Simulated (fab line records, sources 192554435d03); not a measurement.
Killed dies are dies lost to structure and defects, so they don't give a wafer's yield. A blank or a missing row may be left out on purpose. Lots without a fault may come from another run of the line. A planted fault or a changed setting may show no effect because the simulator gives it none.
fab line records | flow n5_finfet
record lots=10 wafers=30 last_day=18
route steps=1938 shown BEOL_M12@1648 BEOL_M13@1661
lots that met no fault: from a run of the same line without faults
start_h: hours from the record's first day to the start of the lot's first wafer shown | wait_h: hours since the lot's step before | " the same as in the row above | L1.1+2: a row that stands for several wafers | - no value, or no start given | * or withheld: withheld | < > ~ a bound
route shown NAME@n: a module of which the file shows steps, and the number in the route of the first | usual: mean/standard deviation of fault-free wafers | same: alike in all rows | chamber/n: place in a boat | sites: the reading at each site | _std_site: their standard deviation | _edge_site: outer sites' mean less inner sites' | radius_mm: how far each site lies from the wafer's centre | mask NAME#n: copy n | behind: the tool/chamber that last shaped the wafer | hold: why the lot was held/for how many hours/how that ended | device: the transistor (n, p or np) that didn't switch | end of line: the same wafers' tests at the end of the route | a step without rows: its recipe alone | killed: dies lost to structure and defects at the first sort, not the wafer's yield | map: a wafer's dies, x killed, . not, _ none there
set.NAME: the setting as run; set.NAME@STEP: as run at that earlier step | model.NAME: the simulator's own value behind a step, which no gauge read
steps of the route over a sample of lots; a table a step, a row a wafer
services: from which hour (start_h, from the record's first day; less than 0 if before it) a tool's chamber was out of use, for how many hours, and why
## steps
# step N5_BEOL_M12_SPUTTER_43
# recipe material=TaN target_thk_a=150 temp_c=50 bias_v=168.6 power_w=15000 chamber_pressure_pa=0.12 time_s=24.19
# usual throttle_valve_pct=30.3/1.3
# columns lot.wafer tool chamber start_h wait_h throttle_valve_pct
L146.1 pvd_sputter-02 - 240.88 0.0 28.1
L146.2 " - " " 30.2
L146.5 " - " " 28.3
L152.2 pvd_sputter-01 - 279.70 0.0 29.8
L152.4 " - " " 29.7
L152.5 " - " " 29.7
L151.1 pvd_sputter-03 - 283.49 0.0 30.0
L151.2 " - " " 28.6
L151.6 " - " " 31.0
L154.1 pvd_sputter-01 - 285.76 0.0 29.7
L154.5 " - " " 30.9
L154.6 " - " " 30.7
L160.2 pvd_sputter-01 - 332.56 0.0 30.9
L160.3 " - " " 29.7
L160.5 " - " " 29.8
L157.2 pvd_sputter-02 - 332.64 0.0 28.0
L157.3 " - " " 32.9
L157.5 " - " " 28.2
L161.1 pvd_sputter-01 - 337.68 0.0 30.8
L161.4 " - " " 29.8
L161.5 " - " " 30.6
L162.1 pvd_sputter-02 - 343.62 0.0 30.5
L162.2 " - " " 33.0
L162.3 " - " " 28.1
L166.1 pvd_sputter-02 - 383.53 0.0 28.0
L166.2 " - " " 30.3
L166.4 " - " " 32.8
L165.2 pvd_sputter-03 - 384.34 0.0 30.3
L165.4 " - " " 30.9
L165.6 " - " " 30.7
# step N5_BEOL_M12_SPUTTER_44
# recipe material=Ta target_thk_a=100 temp_c=50 bias_v=80 power_w=15000 chamber_pressure_pa=0.07 time_s=16.13
# usual throttle_valve_pct=30.3/1.3
# columns lot.wafer tool chamber start_h wait_h throttle_valve_pct
L146.1 pvd_sputter-02 - 240.96 0.0 27.7
L146.2 " - " " 30.7
L146.5 " - " " 27.8
L152.2 pvd_sputter-01 - 279.78 0.0 29.7
L152.4 " - " " 29.6
L152.5 " - " " 29.5
L151.1 pvd_sputter-03 - 283.57 0.0 30.0
L151.2 " - " " 28.8
L151.6 " - " " 30.9
L154.1 pvd_sputter-01 - 285.84 0.0 29.5
L154.5 " - " " 30.7
L154.6 " - " " 30.5
L160.2 pvd_sputter-01 - 332.64 0.0 30.7
L160.3 " - " " 29.7
L160.5 " - " " 29.6
L157.2 pvd_sputter-02 - 332.72 0.0 27.9
L157.3 " - " " 33.2
L157.5 " - " " 28.0
L161.1 pvd_sputter-01 - 337.76 0.0 30.9
L161.4 " - " " 29.8
L161.5 " - " " 30.8
L162.1 pvd_sputter-02 - 343.70 0.0 30.5
L162.2 " - " " 33.0
L162.3 " - " " 27.7
L166.1 pvd_sputter-02 - 383.61 0.0 28.1
L166.2 " - " " 30.6
L166.4 " - " " 33.3
L165.2 pvd_sputter-03 - 384.42 0.0 30.7
L165.4 " - " " 30.9
L165.6 " - " " 31.0
# step N5_BEOL_M12_CMP_49
# recipe stop_on=SiOC t_overpolish_s=20.6 down_force_psi=1 platen_rpm=50 clearing_platen_down_force_psi=1.5 clearing_platen_rpm=50 post_cmp_clean=cu_alkaline target_thk_nm=320 clearing_platen_pad_velocity_m_s=0.99484 pad_velocity_m_s=0.99484
# usual barrier_field_endpoint_s=30.2/0.62 edge_zone_pressure_frac=0.999/0.0054 motor_current_A=5.8/0.63 overpolish_run_s=20.600/0.0085
# columns lot.wafer tool chamber start_h wait_h barrier_field_endpoint_s edge_zone_pressure_frac motor_current_A overpolish_run_s
L146.2 cmp-02 3 241.59 0.2 30.8 0.997 5.7 20.601
L146.1 " 2 " " 30.9 0.994 5.9 20.589
L146.5 " 3 " " 30.7 0.993 5.9 20.591
L152.2 cmp-03 0 280.59 0.3 30.1 0.997 5.5 20.603
L152.4 " 1 " " 29.2 0.995 6.1 20.600
L152.5 " 0 " " 29.4 0.996 5.2 20.595
L151.1 cmp-03 0 284.36 0.3 30.7 1.009 5.3 20.601
L151.2 " 2 " " 30.6 1.011 6.0 20.594
L151.6 " 0 " " 30.1 1.000 5.0 20.595
L154.1 cmp-04 1 286.60 0.4 30.0 1.002 6.6 20.581
L154.5 " 2 " " 29.1 1.006 7.5 20.602
L154.6 " 3 " " 29.6 1.003 4.4 20.601
L160.3 cmp-03 0 333.36 0.2 30.4 1.014 5.2 20.611
L160.2 " 1 " " 30.1 1.000 5.7 20.602
L160.5 " 3 " " 30.5 1.005 5.9 20.588
L157.3 cmp-04 2 333.36 0.2 29.1 1.005 7.0 20.603
L157.2 " 0 " " 29.7 1.002 5.5 20.599
L157.5 " 3 " " 29.7 0.997 4.4 20.596
L161.4 cmp-04 0 338.44 0.2 29.9 1.003 5.5 20.609
L161.1 " 1 " " 30.1 0.989 6.5 20.601
L161.5 " 3 " " 29.4 0.995 4.6 20.598
L162.1 cmp-04 0 344.49 0.3 30.4 1.000 5.6 20.598
L162.3 " 1 " " 30.9 1.001 6.5 20.597
L162.2 " 2 " " 30.7 0.991 6.5 20.607
L166.1 cmp-02 2 384.29 0.3 29.4 0.992 5.6 20.600
L166.2 " 3 " " 29.4 0.997 5.6 20.600
L166.4 " 0 " " 29.0 1.001 6.3 20.581
L165.2 cmp-02 3 385.22 0.2 30.1 1.000 5.7 20.604
L165.4 " 1 " " 30.0 0.988 5.4 20.595
L165.6 " 2 " " 29.8 1.001 5.7 20.606
# step N5_BEOL_M13_COAT_58
# recipe resist=BARC temp_c=205 time_s=60 spin_rpm=1500 resist_thk_nm=89
# usual spin_speed_rpm=1500.1/0.92
# columns lot.wafer tool chamber start_h wait_h spin_speed_rpm
L146.1 litho_track-04 0 242.28 0.0 1500.9
L146.2 " 0 " " 1501.2
L146.5 " 0 " " 1499.1
L152.2 litho_track-01 0 281.22 0.0 1498.4
L152.4 " 0 " " 1498.4
L152.5 " 0 " " 1500.6
L151.1 litho_track-04 0 285.02 0.0 1500.2
L151.2 " 0 " " 1501.3
L151.6 " 0 " " 1500.6
L154.1 litho_track-03 0 287.15 0.0 1499.2
L154.5 " 0 " " 1500.2
L154.6 " 0 " " 1501.7
L160.2 litho_track-03 0 333.95 0.0 1500.3
L160.3 " 0 " " 1501.2
L160.5 " 0 " " 1498.2
L157.2 litho_track-03 0 334.06 0.0 1538.2
L157.3 " 0 " " 1539.0
L157.5 " 0 " " 1537.8
L161.1 litho_track-01 0 339.06 0.0 1500.0
L161.4 " 0 " " 1499.5
L161.5 " 0 " " 1500.2
L162.1 litho_track-03 0 345.12 0.0 1537.2
L162.2 " 0 " " 1536.3
L162.3 " 0 " " 1538.4
L166.1 litho_track-01 0 384.92 0.0 1498.7
L166.2 " 0 " " 1499.7
L166.4 " 0 " " 1499.0
L165.2 litho_track-04 0 385.85 0.0 1499.7
L165.4 " 0 " " 1498.9
L165.6 " 0 " " 1500.4
# step N5_BEOL_M13_STRIP_64
# recipe chemistry=N2/H2 power_w=1000 temp_c=250 h2_frac=0.65 overash_fraction=0.3 pressure_mtorr=withheld n2_flow_sccm=1750 h2_flow_sccm=3250
# usual drypump_motor_current_A=5.8/0.62 heater_power_w=342/27 oes_product_au=0.715/0.0045 strip_time_to_endpoint_s=31.35/0.073
# columns lot.wafer tool chamber start_h wait_h drypump_motor_current_A heater_power_w oes_product_au rf_hours_counter_h strip_time_to_endpoint_s
L146.1 plasma_asher-01 1 243.02 0.0 6.6 329 0.715 127 31.51
L146.2 " 0 " " 6.1 324 0.707 127 31.37
L146.5 " 0 " " 6.1 325 0.718 - 31.39
L152.2 plasma_asher-01 0 281.96 0.0 6.1 330 0.716 135 31.33
L152.4 " 0 " " 6.1 316 0.721 - 31.34
L152.5 " 1 " " 6.6 324 0.718 - 31.37
L151.1 plasma_asher-02 1 285.77 0.0 4.9 380 0.714 73 31.40
L151.2 " 0 " " 5.7 324 0.714 73 31.34
L151.6 " 0 " " 5.8 336 0.713 - 31.30
L154.1 plasma_asher-01 0 288.28 0.0 6.1 327 0.717 136 31.36
L154.5 " 0 " " 6.1 318 0.720 - 31.49
L154.6 " 1 " " 6.6 333 0.717 - 31.45
L160.2 plasma_asher-02 1 334.92 0.0 4.9 386 0.717 82 31.45
L160.3 " 0 " " 5.8 324 0.712 - 31.40
L160.5 " 0 " " 5.8 330 0.717 - 31.42
L157.2 plasma_asher-02 0 335.10 0.0 5.7 323 0.717 83 31.02
L157.3 " 1 " " 4.9 388 0.706 - 30.99
L157.5 " 0 " " 5.7 319 0.710 - 30.99
L161.1 plasma_asher-01 0 339.93 0.0 6.1 324 0.711 146 31.50
L161.4 " 0 " " 6.1 321 0.709 - 31.51
L161.5 " 0 " " 6.1 322 0.714 - 31.42
L162.1 plasma_asher-01 1 345.98 0.0 6.6 332 0.714 148 30.98
L162.2 " 0 " " 6.1 329 0.724 148 30.96
L162.3 " 1 " " 6.6 333 0.720 - 30.97
L166.1 plasma_asher-01 1 385.66 0.0 6.6 322 0.717 155 31.15
L166.2 " 0 " " 6.1 323 0.716 155 31.30
L166.4 " 0 " " 6.1 324 0.724 - 31.18
L165.2 plasma_asher-01 1 386.59 0.0 6.6 332 0.718 156 31.43
L165.4 " 1 " " 6.6 325 0.711 - 31.39
L165.6 " 0 " " 6.1 325 0.724 - 31.34
## services
# columns tool chamber start_h hours kind
cmp-03 - 220.46 0.3 repair
cmp-03 - 226.68 4.0 pm
cmp-03 - 230.68 - consumable_replace:conditioner
cmp-03 - 230.68 - consumable_replace:pad
cmp-04 - 232.23 4.0 pm
cmp-04 - 236.23 - consumable_replace:conditioner
cmp-04 - 236.23 - consumable_replace:pad
cmp-03 - 240.87 2.0 repair
cmp-04 - 243.54 1.9 repair
litho_track-01 - 262.57 - consumable_replace:filter
cmp-04 - 281.86 3.0 pm
cmp-04 - 288.89 1.8 repair
cmp-02 - 288.98 0.9 repair
litho_track-03 - 298.21 - consumable_replace:filter
cmp-03 - 304.46 4.4 repair
cmp-04 - 313.82 0.7 repair
pvd_sputter-02 - 335.43 2.0 repair
litho_track-04 - 340.14 - consumable_replace:filter
cmp-02 - 341.88 5.1 pm
cmp-02 - 365.98 6.9 pm
cmp-03 - 381.15 11.6 pm
plasma_asher-02 - 385.48 3.1 repair
cmp-04 - 385.62 1.0 repair
pvd_sputter-01 - 386.04 5.3 repair
## key
first_sign step=N5_BEOL_M13_COAT_58 reading=spin_speed_rpm direction=up sigmas=41 usual=* struck=*
effect step=N5_BEOL_M13_STRIP_64 reading=strip_time_to_endpoint_s direction=down sigmas=5 usual=* struck=*
met_at N5_BEOL_M13_COAT_58
struck_lots L157,L162
not_acting_at N5_BEOL_M12_SPUTTER_43,N5_BEOL_M12_SPUTTER_44,N5_BEOL_M12_CMP_49
onset_between 333.95 334.06
fault kind=process_parameter_drift tool=litho_track-03 chamber=- onset_h=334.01 steps=N5_BEOL_M13_COAT_58 channel=spin_rpm offset=* shape=step end_h=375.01 acts_in=* stated=*
